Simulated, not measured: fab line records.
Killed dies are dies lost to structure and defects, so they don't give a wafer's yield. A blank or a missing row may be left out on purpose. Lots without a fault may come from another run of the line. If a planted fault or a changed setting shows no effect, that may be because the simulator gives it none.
Which tool was responsible? | flow nand-harc | 24 lots, 72 wafers sampled, at 6 steps of a route of 1159

## WHAT THE GAUGES READ, wafer by wafer
Not one reading of a measure or inspect step in the record can be checked against a usual standard deviation.

## WHICH TOOL RAN EACH LOT (tool, then ch and the chambers of the sampled wafers, then the start)
lot  | NHARC_A_STAIRCASE_DEP_156       | NHARC_A_STAIRCASE_ETCH_227                    | NHARC_A_STAIRCASE_TRIM_231                    | NHARC_A_STAIRCASE_ETCH_253         | NHARC_A_STAIRCASE_DEP_259       | NHARC_A_STAIRCASE_ETCH_453
L074 | pecvd-01 ch 0,1,2, day 10 16:35 | rie-diel-01 ch 2,3, day 11 08:50 or earlier   | rie-diel-01 ch 1,3, day 11 08:50 or earlier   | rie-diel-01 ch 0,1,2, day 11 08:50 | pecvd-01 ch 0,1,2, day 11 11:40 | rie-diel-11 ch 2,3, no start
L075 | pecvd-03 ch 0,1,2, day 10 20:43 | rie-diel-11 ch 1,2,3, day 11 13:27 or earlier | rie-diel-06 ch 0,1,3, day 11 13:27 or earlier | rie-diel-06 ch 1,2, day 11 13:27   | pecvd-03 ch 0,1, day 11 16:19   | rie-diel-06 ch 0,1,3, no start
L076 | pecvd-01 ch 0,1, day 10 20:46   | rie-diel-11 ch 0,1,2, day 11 10:14 or earlier | rie-diel-01 ch 0,1, day 11 10:14              | rie-diel-11 ch 0,1,2, day 11 13:11 | pecvd-03 ch 0,1,2, day 11 16:02 | rie-diel-06 ch 0,1,2, no start
L078 | pecvd-03 ch 0,1, day 11 03:52   | rie-diel-06 ch 0,3, day 11 20:50 or earlier   | rie-diel-06 ch 0,3, day 11 20:50 or earlier   | rie-diel-11 ch 0,1,2, day 11 20:50 | pecvd-02 ch 0,1, day 11 23:40   | rie-diel-06 ch 0,2,3, no start
L077 | pecvd-02 ch 0,1, day 11 04:05   | rie-diel-06 ch 0,1,2, day 11 21:59 or earlier | rie-diel-01 ch 0,1,3, day 11 21:59 or earlier | rie-diel-11 ch 2,3, day 11 21:59   | pecvd-02 ch 1,2, day 12 01:13   | rie-diel-01 ch 0,1,3, no start
L080 | pecvd-03 ch 0,1,2, day 12 00:43 | rie-diel-11 ch 1,2, day 12 15:38 or earlier   | rie-diel-11 ch 2,3, day 12 15:38 or earlier   | rie-diel-01 ch 0,3, day 12 15:38   | pecvd-01 ch 0,1,2, day 12 18:50 | rie-diel-06 ch 2,3, no start
L079 | pecvd-02 ch 0,1, day 12 00:45   | rie-diel-11 ch 2,3, day 12 17:28 or earlier   | rie-diel-01 ch 0,3, day 12 17:28 or earlier   | rie-diel-06 ch 0,1, day 12 17:28   | pecvd-03 ch 0,2, day 12 20:17   | rie-diel-06 ch 0,3, no start
L083 | pecvd-02 ch 1,2, day 12 12:50   | rie-diel-06 ch 0,1,2, day 13 03:05 or earlier | rie-diel-06 ch 0,3, day 13 03:05 or earlier   | rie-diel-11 ch 0,1,3, day 13 03:05 | pecvd-01 ch 1,2, day 13 07:32   | rie-diel-01 ch 0,1,2, no start
L082 | pecvd-01 ch 0,1,2, day 12 12:57 | rie-diel-11 ch 1,2,3, day 13 04:35 or earlier | rie-diel-11 ch 0,2,3, day 13 04:35 or earlier | rie-diel-11 ch 2,3, day 13 04:35   | pecvd-02 ch 0,1, day 13 09:25   | rie-diel-11 ch 0,1,3, no start
L081 | pecvd-03 ch 0,1, day 12 18:58   | rie-diel-06 ch 0,3, day 13 10:01 or earlier   | rie-diel-11 ch 2,3, day 13 10:01 or earlier   | rie-diel-01 ch 0,1, day 13 10:01   | pecvd-01 ch 0,1, day 13 15:36   | rie-diel-01 ch 1,2,3, no start
L084 | pecvd-02 ch 0,1,2, day 13 05:39 | rie-diel-06 ch 2,3, day 14 00:31 or earlier   | rie-diel-06 ch 0,2,3, day 14 00:31 or earlier | rie-diel-06 ch 1,2, day 14 00:31   | pecvd-03 ch 0,1,2, day 14 03:17 | rie-diel-11 ch 1,2, no start
L085 | pecvd-01 ch 0,2, day 13 09:15   | rie-diel-06 ch 0,1,3, day 14 01:35 or earlier | rie-diel-01 ch 1,3, day 14 01:35 or earlier   | rie-diel-01 ch 1,2,3, day 14 01:35 | pecvd-01 ch 0,1,2, day 14 04:23 | rie-diel-11 ch 0,1,3, no start
L086 | pecvd-01 ch 0,1,2, day 13 20:30 | rie-diel-06 ch 0,1, day 14 14:06 or earlier   | rie-diel-11 ch 1,3, day 14 14:06 or earlier   | rie-diel-06 ch 2,3, day 14 14:06   | pecvd-02 ch 0,2, day 14 16:56   | rie-diel-01 ch 0,1,2, no start
L087 | pecvd-02 ch 0,1,2, day 13 20:34 | rie-diel-06 ch 0,1,3, day 14 12:37 or earlier | rie-diel-06 ch 0,1,2, day 14 12:37 or earlier | rie-diel-01 ch 1,2,3, day 14 12:37 | pecvd-02 ch 0,1,2, day 14 15:35 | rie-diel-06 ch 0,1,3, no start
L088 | pecvd-01 ch 0,2, day 14 10:20   | rie-diel-01 ch 1,2, day 15 03:43 or earlier   | rie-diel-01 ch 0,1, day 15 03:43 or earlier   | rie-diel-11 ch 0,2,3, day 15 03:43 | pecvd-03 ch 0,1,2, day 15 06:28 | rie-diel-01 ch 0,1,3, no start
L089 | pecvd-03 ch 0,2, day 14 10:25   | rie-diel-11 ch 0,1,3, day 15 02:26 or earlier | rie-diel-11 ch 0,1,3, day 15 02:26 or earlier | rie-diel-06 ch 0,1, day 15 02:26   | pecvd-01 ch 0,1,2, day 15 05:32 | rie-diel-06 ch 0,1,2, no start
L092 | pecvd-01 ch 0,1, day 14 15:07   | rie-diel-06 ch 1,2,3, day 15 07:58 or earlier | rie-diel-06 ch 0,1,2, day 15 07:58 or earlier | rie-diel-06 ch 1,2,3, day 15 07:58 | pecvd-01 ch 0,1,2, day 15 13:43 | rie-diel-01 ch 0,1,2, no start
L090 | pecvd-02 ch 0,1,2, day 14 15:17 | rie-diel-01 ch 1,2,3, day 15 08:34 or earlier | rie-diel-11 ch 0,2,3, day 15 08:34 or earlier | rie-diel-06 ch 0,1,3, day 15 08:34 | pecvd-03 ch 0,1, day 15 13:51   | rie-diel-06 ch 0,2,3, no start
L091 | pecvd-01 ch 0,1,2, day 14 15:18 | rie-diel-06 ch 1,3, day 15 06:10 or earlier   | rie-diel-06 ch 1,3, day 15 06:10 or earlier   | rie-diel-06 ch 1,3, day 15 06:10   | pecvd-01 ch 0,1,2, day 15 10:15 | rie-diel-01 ch 2,3, no start
L093 | pecvd-01 ch 0,1,2, day 15 01:11 | rie-diel-06 ch 0,1,2, day 15 16:10 or earlier | rie-diel-01 ch 0,1,2, day 15 16:10 or earlier | rie-diel-01 ch 1,2,3, day 15 16:10 | pecvd-03 ch 0,1,2, day 15 18:56 | rie-diel-01 ch 0,1,2, no start
L094 | pecvd-01 ch 0,1,2, day 15 12:15 | rie-diel-06 ch 0,1,3, day 16 05:46 or earlier | rie-diel-06 ch 0,1, day 16 05:46 or earlier   | rie-diel-01 ch 0,3, day 16 05:46   | pecvd-02 ch 0,2, day 16 09:38   | rie-diel-01 ch 2,3, no start
L095 | pecvd-01 ch 0,1, day 16 00:04   | rie-diel-01 ch 0,1, day 16 17:05 or earlier   | rie-diel-01 ch 2,3, day 16 17:05 or earlier   | rie-diel-06 ch 1,3, day 16 17:05   | pecvd-02 ch 0,1, day 16 21:04   | rie-diel-06 ch 0,2,3, no start
L096 | pecvd-03 ch 0,1, day 16 00:16   | rie-diel-01 ch 0,1,2, day 16 16:50 or earlier | rie-diel-06 ch 1,2,3, day 16 16:50 or earlier | rie-diel-01 ch 0,1,2, day 16 16:50 | pecvd-01 ch 0,1,2, day 16 19:40 | rie-diel-11 ch 2,3, no start
L097 | pecvd-03 ch 0,1,2, day 16 00:25 | rie-diel-06 ch 0,2,3, day 16 16:52 or earlier | rie-diel-06 ch 1,2,3, day 16 16:52 or earlier | rie-diel-01 ch 0,2,3, day 16 16:52 | pecvd-03 ch 0,1,2, day 16 19:35 | rie-diel-06 ch 0,2,3, no start
- NHARC_A_STAIRCASE_DEP_156: deposits SiNx, target thk 50 nm.
- NHARC_A_STAIRCASE_ETCH_227: etches the open film in C4F8/O2, target depth 100 nm, time 40.5 s.
- NHARC_A_STAIRCASE_TRIM_231: chemistry O2, time 211.2 s.
- NHARC_A_STAIRCASE_ETCH_253: etches the open film in C4F8/O2, target depth 50 nm, time 20.2 s.
- NHARC_A_STAIRCASE_DEP_259: deposits SiON, target thk 30 nm.
- NHARC_A_STAIRCASE_ETCH_453: etches the open film in CF4/O2, target depth 30 nm, overetch 3 nm, time 16.5 s.

## WHAT THE TOOLS THEMSELVES READ (means of the sampled wafers that have a number; where no wafer has one, the mark that the record gives instead)
NHARC_A_STAIRCASE_DEP_156.
lot  | tool     | heater-power-w (W)
L074 | pecvd-01 | 717
L075 | pecvd-03 | 700
L076 | pecvd-01 | 693
L078 | pecvd-03 | 714
L077 | pecvd-02 | 560
L080 | pecvd-03 | 694
L079 | pecvd-02 | 517
L083 | pecvd-02 | 744
L082 | pecvd-01 | 726
L081 | pecvd-03 | 815
L084 | pecvd-02 | 631
L085 | pecvd-01 | 681
L086 | pecvd-01 | 708
L087 | pecvd-02 | 626
L088 | pecvd-01 | 677
L089 | pecvd-03 | 622
L092 | pecvd-01 | 644
L090 | pecvd-02 | 606
L091 | pecvd-01 | 724
L093 | pecvd-01 | 725
L094 | pecvd-01 | 709
L095 | pecvd-01 | 737
L096 | pecvd-03 | 737
L097 | pecvd-03 | 661

NHARC_A_STAIRCASE_ETCH_227.
lot  | tool        | oes-product-au (a.u.) | rf-vpp-V (V)
L074 | rie-diel-01 | 0.933                 | 894
L075 | rie-diel-11 | 0.935                 | 898
L076 | rie-diel-11 | 0.929                 | 903
L078 | rie-diel-06 | 0.937                 | 900
L077 | rie-diel-06 | 0.931                 | 897
L080 | rie-diel-11 | 0.945                 | 901
L079 | rie-diel-11 | 0.936                 | 900
L083 | rie-diel-06 | 0.944                 | 898
L082 | rie-diel-11 | 0.945                 | 898
L081 | rie-diel-06 | 0.944                 | 899
L084 | rie-diel-06 | 0.946                 | 900
L085 | rie-diel-06 | 0.933                 | 900
L086 | rie-diel-06 | 0.940                 | 896
L087 | rie-diel-06 | 0.944                 | 899
L088 | rie-diel-01 | 0.938                 | 901
L089 | rie-diel-11 | 0.931                 | 897
L092 | rie-diel-06 | 0.941                 | 900
L090 | rie-diel-01 | 0.941                 | 897
L091 | rie-diel-06 | 0.946                 | 902
L093 | rie-diel-06 | 0.949                 | 896
L094 | rie-diel-06 | 0.939                 | 899
L095 | rie-diel-01 | 0.927                 | 901
L096 | rie-diel-01 | 0.952                 | 899
L097 | rie-diel-06 | 0.937                 | 896

NHARC_A_STAIRCASE_TRIM_231.
lot  | tool        | drypump-motor-current-A (A) | oes-product-au (a.u.) | rf-vpp-V (V) | showerhead-plenum-p-Torr (Torr) | throttle-valve-pct (%)
L074 | rie-diel-01 | 5.9                         | 0.994                 | 56.6         | 3.37                            | 17.041
L075 | rie-diel-06 | 5.7                         | 0.998                 | 57.5         | 3.63                            | 17.024
L076 | rie-diel-01 | 6.2                         | 0.998                 | 58.3         | 3.54                            | 17.032
L078 | rie-diel-06 | 6.0                         | 0.991                 | 57.7         | 3.55                            | 17.034
L077 | rie-diel-01 | 6.0                         | 1.001                 | 57.9         | 3.49                            | 17.032
L080 | rie-diel-11 | 5.6                         | 1.000                 | 57.7         | 3.50                            | 17.037
L079 | rie-diel-01 | 6.0                         | 1.009                 | 57.6         | 3.55                            | 17.041
L083 | rie-diel-06 | 5.7                         | 0.999                 | 58.0         | 3.61                            | 17.034
L082 | rie-diel-11 | 5.5                         | 0.997                 | 58.0         | 3.61                            | 17.044
L081 | rie-diel-11 | 5.6                         | 1.006                 | 58.8         | 3.64                            | 17.047
L084 | rie-diel-06 | 5.7                         | 1.001                 | 57.5         | 3.54                            | 17.039
L085 | rie-diel-01 | 5.9                         | 0.996                 | 57.4         | 3.36                            | 17.029
L086 | rie-diel-11 | 6.0                         | 0.998                 | 57.4         | 3.42                            | 17.038
L087 | rie-diel-06 | 5.7                         | 1.003                 | 58.3         | 3.55                            | 17.029
L088 | rie-diel-01 | 6.1                         | 1.001                 | 58.6         | 3.75                            | 17.033
L089 | rie-diel-11 | 5.9                         | 0.999                 | 57.4         | 3.53                            | 17.041
L092 | rie-diel-06 | 5.7                         | 0.991                 | 58.0         | 3.54                            | 17.037
L090 | rie-diel-11 | 5.6                         | 0.992                 | 58.6         | 3.60                            | 17.040
L091 | rie-diel-06 | 5.4                         | 1.003                 | 57.2         | 3.69                            | 17.025
L093 | rie-diel-01 | 6.0                         | 1.008                 | 58.0         | 3.61                            | 17.035
L094 | rie-diel-06 | 5.7                         | 1.006                 | 57.7         | 3.61                            | 17.028
L095 | rie-diel-01 | 5.7                         | 1.010                 | 56.6         | 3.42                            | 17.034
L096 | rie-diel-06 | 5.4                         | 1.005                 | 57.9         | 3.61                            | 17.038
L097 | rie-diel-06 | 5.4                         | 1.000                 | 58.1         | 3.61                            | 17.036

NHARC_A_STAIRCASE_ETCH_253.
lot  | tool        | oes-product-au (a.u.) | rf-vpp-V (V)
L074 | rie-diel-01 | 0.953                 | 893
L075 | rie-diel-06 | 0.958                 | 901
L076 | rie-diel-11 | 0.954                 | 902
L078 | rie-diel-11 | 0.965                 | 902
L077 | rie-diel-11 | 0.967                 | 900
L080 | rie-diel-01 | 0.968                 | 897
L079 | rie-diel-06 | 0.926                 | 896
L083 | rie-diel-11 | 0.975                 | 897
L082 | rie-diel-11 | 0.978                 | 895
L081 | rie-diel-01 | 0.923                 | 891
L084 | rie-diel-06 | 0.946                 | 900
L085 | rie-diel-01 | 0.943                 | 891
L086 | rie-diel-06 | 0.921                 | 899
L087 | rie-diel-01 | 0.966                 | 897
L088 | rie-diel-11 | 0.965                 | 899
L089 | rie-diel-06 | 0.952                 | 896
L092 | rie-diel-06 | 0.949                 | 900
L090 | rie-diel-06 | 0.949                 | 899
L091 | rie-diel-06 | 0.964                 | 902
L093 | rie-diel-01 | 0.940                 | 898
L094 | rie-diel-01 | 0.952                 | 899
L095 | rie-diel-06 | 0.930                 | 901
L096 | rie-diel-01 | 0.930                 | 898
L097 | rie-diel-01 | 0.935                 | 896

NHARC_A_STAIRCASE_DEP_259.
lot  | tool     | heater-power-w (W)
L074 | pecvd-01 | 718
L075 | pecvd-03 | 725
L076 | pecvd-03 | 698
L078 | pecvd-02 | 611
L077 | pecvd-02 | 700
L080 | pecvd-01 | 726
L079 | pecvd-03 | 655
L083 | pecvd-01 | 823
L082 | pecvd-02 | 548
L081 | pecvd-01 | 699
L084 | pecvd-03 | 792
L085 | pecvd-01 | 736
L086 | pecvd-02 | 724
L087 | pecvd-02 | 676
L088 | pecvd-03 | 773
L089 | pecvd-01 | 780
L092 | pecvd-01 | 726
L090 | pecvd-03 | 851
L091 | pecvd-01 | 793
L093 | pecvd-03 | 715
L094 | pecvd-02 | 620
L095 | pecvd-02 | 613
L096 | pecvd-01 | 699
L097 | pecvd-03 | 729

NHARC_A_STAIRCASE_ETCH_453.
lot  | tool        | drypump-motor-current-A (A) | oes-product-au (a.u.) | rf-vpp-V (V) | showerhead-plenum-p-Torr (Torr) | throttle-valve-pct (%)
L074 | rie-diel-11 | 5.6                         | 0.999                 | 199.6        | 1.38                            | 13.400
L075 | rie-diel-06 | 5.7                         | 0.997                 | 198.3        | 1.37                            | 13.401
L076 | rie-diel-06 | 5.6                         | 0.997                 | 197.6        | 1.35                            | 13.395
L078 | rie-diel-06 | 5.6                         | 0.996                 | 197.8        | 1.34                            | 13.398
L077 | rie-diel-01 | 6.0                         | 1.001                 | 196.5        | 1.32                            | 13.403
L080 | rie-diel-06 | 5.3                         | 1.001                 | 197.9        | 1.35                            | 13.399
L079 | rie-diel-06 | 5.7                         | 1.004                 | 197.2        | 1.37                            | 13.400
L083 | rie-diel-01 | 6.0                         | 1.001                 | 197.6        | 1.30                            | 13.400
L082 | rie-diel-11 | 5.9                         | 0.989                 | 198.0        | 1.34                            | 13.397
L081 | rie-diel-01 | 5.8                         | 0.992                 | 196.8        | 1.28                            | 13.402
L084 | rie-diel-11 | 6.1                         | 0.996                 | 198.7        | 1.39                            | 13.387
L085 | rie-diel-11 | 5.9                         | 0.997                 | 198.5        | 1.34                            | 13.403
L086 | rie-diel-01 | 6.0                         | 0.996                 | 200.0        | 1.37                            | 13.403
L087 | rie-diel-06 | 5.7                         | 0.994                 | 198.2        | 1.36                            | 13.396
L088 | rie-diel-01 | 6.0                         | 0.995                 | 199.2        | 1.38                            | 13.396
L089 | rie-diel-06 | 5.7                         | 1.002                 | 196.7        | 1.34                            | 13.405
L092 | rie-diel-01 | 6.0                         | 1.003                 | 199.0        | 1.37                            | 13.399
L090 | rie-diel-06 | 5.7                         | 1.000                 | 198.7        | 1.33                            | 13.401
L091 | rie-diel-01 | 5.7                         | 1.005                 | 197.2        | 1.31                            | 13.394
L093 | rie-diel-01 | 6.0                         | 1.004                 | 198.3        | 1.37                            | 13.390
L094 | rie-diel-01 | 5.8                         | 1.000                 | 197.5        | 1.31                            | 13.399
L095 | rie-diel-06 | 5.7                         | 0.996                 | 197.2        | 1.33                            | 13.400
L096 | rie-diel-11 | 5.6                         | 1.013                 | 199.4        | 1.37                            | 13.397
L097 | rie-diel-06 | 5.6                         | 1.001                 | 197.6        | 1.33                            | 13.393

## THE ANSWER, worked out from the rows above alone
Rule: what is usual is taken from the lots themselves. The widest of any qualifying gaps counts: lots, ordered by their means at a reading, are off when they make up no more than a third of the lots, leave a main group of 4 or more, and stand apart from it by 3 or more times the standard deviation of that group's means. Not used: any main group whose means are identical at the precision the tables above print for the reading. A lot without any number at a reading at which 4 lots or more have one is off too. Where the step has rows for the other lots, those lots are counted as sound. The gauges are gone through in route order, then the tools' own readings, and for those a lot's mean is taken as printed above. The first step at which some lot is off is used, and at that step the reading that is off furthest; a lot without a number counts as furthest.
Across all readings shown, no lot is off: no conclusion can be drawn from this.

## WHAT THE SIMULATOR HAD PUT IN
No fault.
